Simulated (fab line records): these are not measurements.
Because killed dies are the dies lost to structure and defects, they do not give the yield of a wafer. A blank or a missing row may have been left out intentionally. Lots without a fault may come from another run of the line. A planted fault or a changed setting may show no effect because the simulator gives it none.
Which tool is to blame?	flow nand_harc	6 lots, 18 wafers sampled, at 2 steps of a route of 1302

## WHAT THE GAUGES READ, wafer by wafer
NHARC_P_STI_OVL_MEAS_10.
lot	measured	on	overlay_x_nm (nm)
L983	day 3 15:35	overlay-02	-4 -4 -4
L988	day 5 20:51	overlay-02	-8 -8 -8
L991	day 7 01:36	overlay-02	-5 -4 -4
L994	day 8 07:22	overlay-02	-2 -2 -2
L103	day 11 23:26	overlay-02	3 4 4

## EACH LOT AND THE TOOL THAT RAN IT (in order: tool; ch and the chambers of the sampled wafers; start)
lot	NHARC_P_ZERO_WELL_ETCH_65
L983	rie_diel-05 ch 0,2,3, day 2 17:22
L988	rie_diel-05 ch 0,2,3, day 4 19:29
L991	rie_diel-06 ch 0,3, day 6 01:37
L994	rie_diel-05 ch 1,2,3, day 7 07:38
L999	rie_diel-01 ch 2,3, day 9 09:34
L103	rie_diel-06 ch 0,1,3, day 11 01:32
- NHARC_P_ZERO_WELL_ETCH_65: etches the open film in N2/H2, target depth 80 nm, overetch 24 nm, time 87.88 s.

## THE ANSWER, worked out from the rows above alone
Rule: what is usual is taken from the lots themselves. The widest of any qualifying gaps counts: lots, ordered by their means at a reading, are off when they make up no more than a third of the lots, leave a main group of 4 or more, and stand apart from it by 3 or more times the standard deviation of that group's means. If all means in a main group match to the digits the tables above print for the reading, that group is not used. A lot without any number at a reading at which 4 lots or more have one is off too. Any other lot the step has rows for is counted as sound.
None of the lots is off at any reading shown; this tells nothing.

## WHAT HAD BEEN PUT IN BY THE SIMULATOR
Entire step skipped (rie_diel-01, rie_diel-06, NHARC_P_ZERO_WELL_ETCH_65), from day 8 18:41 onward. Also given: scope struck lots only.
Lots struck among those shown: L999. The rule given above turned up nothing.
